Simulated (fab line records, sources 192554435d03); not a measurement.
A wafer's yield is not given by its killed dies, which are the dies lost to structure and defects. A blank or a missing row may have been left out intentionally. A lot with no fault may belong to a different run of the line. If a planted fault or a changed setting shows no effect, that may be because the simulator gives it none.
fab line records | flow n5Finfet
record: lots: 6 | wafers: 17 | lastDay: 17
route steps=1938 shown BEOL_M11@1597 BEOL_M12@1602
lots with no fault: from the same line, run without faults
startH: hours from the record's first day to the start of the lot's first wafer shown | waitH: hours elapsed since this lot's preceding step | " unchanged from the row above | L1.1+2: several wafers, shown together as one row | - either no value or no given start | * or withheld: withheld | < > ~ a bound
route shown NAME@n: a module of which the file shows steps, and the number in the route of the first | usual: mean/standard deviation taken from wafers without a fault | same: alike in all rows | chamber/n: place in a boat | sites: each site's reading | _std_site: how widely they spread, as a standard deviation | _edge_site: inner sites' mean taken away from outer sites' mean | radiusMm: how far each site lies from the wafer's centre | mask NAME#n: copy n | behind: tool/chamber where the wafer was last shaped | hold: the reason the lot was held/the length of the hold in hours/how it ended | device: whichever transistor did not switch (one of n, p or np) | end of line: the route-end tests of the same wafers | step lacking rows: just its recipe | killed: at the first sort, the dies lost to defects and structure; wafer yield is something else | map: dies across one wafer; x = killed, . = not, _ = none there
set.NAME: the run value of the setting; set.NAME@STEP: its run value at that earlier step | model.NAME: the simulator's own value behind a step, which no gauge read
lots at some steps of the route; a table a step, a row a wafer
services: from which hour (startH, from the record's first day; less than 0 if before it) a tool's chamber was out of use, for how many hours, and why
== steps ==
step: N5_BEOL_M11_THK_MEAS_53
recipe: thkMeasGauge: xrf | reads: Cu_of_BEOL_M11_ECD_50
usual: M11_THK: 139.9/2.8
lot.wafer | tool         | chamber | startH | waitH | M11_THK[nm]
L753.2    | filmMetro-01 | -       | 257.69 | -     | 140.8
L753.3    | "            | -       | "      | "     | 134.8
L753.6    | "            | -       | "      | "     | 140.6
L755.2    | filmMetro-01 | -       | 260.48 | -     | 137.9
L755.3    | "            | -       | "      | "     | 142.2
L755.4    | "            | -       | "      | "     | 142.3
L758.2    | filmMetro-01 | -       | 274.57 | -     | 141.9
L758.4    | "            | -       | "      | "     | 136.6
L758.6    | "            | -       | "      | "     | 143.8
L764.1    | filmMetro-01 | -       | 313.87 | -     | 136.3
L764.4    | "            | -       | "      | "     | 135.0
L764.6    | "            | -       | "      | "     | 139.4
L772.2    | filmMetro-02 | -       | 362.92 | -     | 138.8
L772.3    | "            | -       | "      | "     | 142.6
L774.3    | filmMetro-01 | -       | 374.67 | -     | 145.7
L774.4    | "            | -       | "      | "     | 143.0
L774.5    | "            | -       | "      | "     | 137.7
step: N5_BEOL_M11_PRE_CLEAN_55
recipe: gas: NH3 | timeS: 15 | tempC: withheld | rfPowerW: 300
step: N5_BEOL_M11_DEP_56
recipe: material: SiCN | targetThkA: 300 | tempC: withheld | precursor: 3MS/NH3 | pressureTorr: 3 | rfW: 675 | timeS: 10.5
usual: showerheadPlenumPTorr: 4.170/0.021 | throttleValvePct: 18.2/0.99
lot.wafer | tool     | chamber | startH | waitH | showerheadPlenumPTorr | throttleValvePct
L753.2    | pecvd-01 | 0       | 257.76 | 0.0   | 4.146                 | 19.2
L753.3    | "        | 0       | "      | "     | 4.154                 | 19.1
L753.6    | "        | 2       | "      | "     | 4.152                 | 16.5
L755.2    | pecvd-01 | 1       | 260.54 | 0.0   | 4.185                 | 18.0
L755.3    | "        | 2       | "      | "     | 4.151                 | 16.8
L755.4    | "        | 1       | "      | "     | 4.190                 | 17.8
L758.2    | pecvd-01 | 1       | 274.63 | 0.0   | 4.188                 | 17.9
L758.4    | "        | 0       | "      | "     | 4.153                 | 19.3
L758.6    | "        | 1       | "      | "     | 4.190                 | 18.0
L764.1    | pecvd-02 | 2       | 313.95 | 0.0   | 4.168                 | 17.7
L764.4    | "        | 1       | "      | "     | 4.173                 | 19.5
L764.6    | "        | 1       | "      | "     | 4.157                 | 19.3
L772.2    | pecvd-01 | 0       | 362.98 | 0.0   | 4.150                 | 19.0
L772.3    | "        | 2       | "      | "     | 4.153                 | 17.1
L774.3    | pecvd-01 | 0       | 374.73 | 0.0   | 4.142                 | 19.3
L774.4    | "        | 1       | "      | "     | 4.191                 | 18.2
L774.5    | "        | 2       | "      | "     | 4.148                 | 16.7
step: N5_BEOL_M11_RS_MEAS_57
recipe: thkMeasGauge: four-point-probe | reads: Cu_of_BEOL_M11_ECD_50+Co_of_BEOL_M11_CVD_75+TaN_of_BEOL_M11_ALD_74
usual: M11_RS: 0.151/0.0031
lot.wafer | tool         | chamber | startH | waitH | M11_RS[ohm/sq]
L753.2    | filmMetro-02 | -       | 257.84 | 0.1   | 0.150
L753.3    | "            | -       | "      | "     | 0.157
L753.6    | "            | -       | "      | "     | 0.151
L755.2    | filmMetro-02 | -       | 260.60 | 0.0   | 0.156
L755.3    | "            | -       | "      | "     | 0.150
L755.4    | "            | -       | "      | "     | 0.149
L758.2    | filmMetro-02 | -       | 274.70 | 0.0   | 0.150
L758.4    | "            | -       | "      | "     | 0.156
L758.6    | "            | -       | "      | "     | 0.148
L764.1    | filmMetro-02 | -       | 314.03 | 0.1   | 0.154
L764.4    | "            | -       | "      | "     | 0.156
L764.6    | "            | -       | "      | "     | 0.150
L772.2    | filmMetro-02 | -       | 363.04 | 0.0   | 0.150
L772.3    | "            | -       | "      | "     | 0.146
L774.3    | filmMetro-01 | -       | 374.79 | 0.0   | 0.146
L774.4    | "            | -       | "      | "     | 0.148
L774.5    | "            | -       | "      | "     | 0.154
step: N5_BEOL_M11_INSPECT_58
recipe: inspectInstrument: darkfield | mode: postDep
usual: rawDefectCount: 71/18
lot.wafer | tool             | chamber | startH | waitH | rawDefectCount
L753.2    | defectInspect-02 | -       | 257.87 | 0.0   | 88
L753.3    | "                | -       | "      | "     | 78
L753.6    | "                | -       | "      | "     | 67
L755.2    | defectInspect-02 | -       | 260.63 | 0.0   | 72
L755.3    | "                | -       | "      | "     | 88
L755.4    | "                | -       | "      | "     | 54
L758.2    | defectInspect-02 | -       | 274.72 | 0.0   | 56
L758.4    | "                | -       | "      | "     | 108
L758.6    | "                | -       | "      | "     | 78
L764.1    | defectInspect-01 | -       | 314.05 | 0.0   | 119
L764.4    | "                | -       | "      | "     | 86
L764.6    | "                | -       | "      | "     | 90
L772.2    | defectInspect-02 | -       | 363.07 | 0.0   | 60
L772.3    | "                | -       | "      | "     | 92
L774.3    | defectInspect-02 | -       | 374.82 | 0.0   | 61
L774.4    | "                | -       | "      | "     | 56
L774.5    | "                | -       | "      | "     | 86
step: N5_BEOL_M12_ILD_DEP_00
recipe: material: SiOC | targetThkA: 6589.2 | tempC: 350 | precursor: DEMS/O2 | pressureTorr: 5 | rfW: 500 | timeS: 130.7
usual: heaterPowerW: 481/89 | showerheadPlenumPTorr: 5.697/0.014 | throttleValvePct: 11.9/0.61
lot.wafer | tool     | chamber | startH | waitH | heaterPowerW | showerheadPlenumPTorr | throttleValvePct
L753.2    | pecvd-02 | 1       | 257.90 | 0.0   | 408          | 5.711                 | 12.8
L753.3    | "        | 0       | "      | "     | 719          | 5.696                 | 11.6
L753.6    | "        | 2       | "      | "     | 478          | 5.703                 | 11.9
L755.2    | pecvd-04 | 1       | 260.66 | 0.0   | 558          | 5.727                 | 11.6
L755.3    | "        | 1       | "      | "     | 561          | 5.709                 | 11.4
L755.4    | "        | 2       | "      | "     | 538          | 5.694                 | 11.2
L758.2    | pecvd-04 | 2       | 274.76 | 0.0   | 551          | 5.690                 | 11.5
L758.4    | "        | 0       | "      | "     | 398          | 5.677                 | 12.7
L758.6    | "        | 1       | "      | "     | 575          | 5.707                 | 11.3
L764.1    | pecvd-04 | 1       | 314.09 | 0.0   | 504          | 5.719                 | 11.6
L764.4    | "        | 1       | "      | "     | 532          | 5.721                 | 11.6
L764.6    | "        | 0       | "      | "     | 421          | 5.680                 | 12.6
L772.2    | pecvd-02 | 1       | 363.11 | 0.0   | 376          | 5.700                 | 12.7
L772.3    | "        | 0       | "      | "     | 724          | 5.700                 | 11.5
L774.3    | pecvd-04 | 0       | 374.85 | 0.0   | 455          | 5.681                 | 12.7
L774.4    | "        | 1       | "      | "     | 513          | 5.709                 | 11.4
L774.5    | "        | 2       | "      | "     | 520          | 5.683                 | 11.1
step: N5_BEOL_M12_THK_MEAS_01
recipe: reads: SiOC_of_BEOL_M12_ILD_DEP_00
usual: M12_ILD_THK: 661/8.5
lot.wafer | tool         | chamber | startH | waitH | M12_ILD_THK[nm]
L753.2    | filmMetro-01 | -       | 258.03 | 0.1   | 649
L753.3    | "            | -       | "      | "     | 640
L753.6    | "            | -       | "      | "     | 658
L755.2    | filmMetro-01 | -       | 260.85 | 0.1   | 654
L755.3    | "            | -       | "      | "     | 674
L755.4    | "            | -       | "      | "     | 677
L758.2    | filmMetro-01 | -       | 274.89 | 0.1   | 665
L758.4    | "            | -       | "      | "     | 669
L758.6    | "            | -       | "      | "     | 673
L764.1    | filmMetro-02 | -       | 314.22 | 0.1   | 661
L764.4    | "            | -       | "      | "     | 654
L764.6    | "            | -       | "      | "     | 658
L772.2    | filmMetro-02 | -       | 363.24 | 0.1   | 661
L772.3    | "            | -       | "      | "     | 650
L774.3    | filmMetro-01 | -       | 374.98 | 0.1   | 662
L774.4    | "            | -       | "      | "     | 677
L774.5    | "            | -       | "      | "     | 672
step: N5_BEOL_M12_COAT_58
recipe: resist: BARC | tempC: 205 | timeS: 60 | spinRpm: 1500 | resistThkNm: 89
step: N5_BEOL_M12_COAT_04
recipe: spinRpm: 1625 | resistThkNm: 400
step: N5_BEOL_M12_EBR_06
recipe: solvent: PGMEA | ebrWidthMm: 1.5
step: N5_BEOL_M12_SOFTBAKE_05
recipe: tempC: 130 | timeS: 60
step: N5_BEOL_M12_EXPOSE_07
recipe: maskId: V11 | na: 0.93 | sourceShape: conventional | sigmaOuter: 0.6 | polarization: unpolarized | attpsmPhaseDeg: 180 | doseMj: 32.5
step: N5_BEOL_M12_PEB_08
recipe: pebTempC: 130 | pebTimeS: 90
usual: exhaustPa: 45.0/1 | plateTempC: 129.97/0.15
lot.wafer | tool          | chamber | startH | waitH | exhaustPa | plateTempC
L753.2    | lithoTrack-05 | 0       | 258.22 | 0.0   | 45.9      | 130.04
L753.3    | "             | 0       | "      | "     | 44.3      | 129.86
L753.6    | "             | 0       | "      | "     | 44.0      | 130.05
L755.2    | lithoTrack-04 | 0       | 261.04 | 0.0   | 46.9      | 129.86
L755.3    | "             | 0       | "      | "     | 46.6      | 130.09
L755.4    | "             | 0       | "      | "     | 45.5      | 130.29
L758.2    | lithoTrack-05 | 0       | 275.08 | 0.0   | 44.6      | 130.12
L758.4    | "             | 0       | "      | "     | 44.5      | 130.13
L758.6    | "             | 0       | "      | "     | 45.0      | 130.16
L764.1    | lithoTrack-05 | 0       | 314.41 | 0.1   | 46.4      | 129.76
L764.4    | "             | 0       | "      | "     | 46.3      | 129.92
L764.6    | "             | 0       | "      | "     | 46.3      | 130.07
L772.2    | lithoTrack-04 | 0       | 363.55 | 0.0   | 45.0      | 130.79
L772.3    | "             | 0       | "      | "     | 45.6      | 130.62
L774.3    | lithoTrack-04 | 0       | 375.17 | 0.0   | 45.0      | 130.85
L774.4    | "             | 0       | "      | "     | 44.4      | 130.76
L774.5    | "             | 0       | "      | "     | 44.5      | 130.78
step: N5_BEOL_M12_DEVELOP_09
recipe: developTimeS: 45 | rinseLiquid: diw | dry: airSpin | devTempC: 21
== services ==
tool          | chamber | startH | hours | kind
pecvd-04      | 1       | 239.86 | 2.1   | scheduledDown
pecvd-01      | 2       | 247.92 | 5.4   | repair
pecvd-02      | 2       | 249.49 | 2.1   | scheduledDown
pecvd-04      | 0       | 258.81 | 5.5   | scheduledDown
lithoTrack-04 | -       | 274.28 | -     | consumableReplace:filter
pecvd-01      | 0       | 278.24 | 12.8  | repair
pecvd-04      | -       | 278.25 | 1.6   | repair
pecvd-02      | -       | 308.21 | 5.5   | pm
pecvd-01      | 2       | 308.71 | 5.5   | scheduledDown
pecvd-01      | 0       | 366.08 | 2.1   | scheduledDown
== key ==
firstSign: step: N5_BEOL_M12_PEB_08 | reading: plateTempC | direction: up | sigmas: 5.2 | usual: * | struck: *
effect none on later readings
metAt N5_BEOL_M12_PEB_08
struckWafers L772.2,L772.3,L774.3,L774.4,L774.5
onsetBetween 261.04 363.55
fault: kind: processParameterDrift | tool: lithoTrack-04 | chamber: - | onsetH: 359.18 | steps: N5_BEOL_M12_PEB_08 | channel: pebTempC | offset: * | shape: step | endH: 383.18 | actsIn: * | stated: *
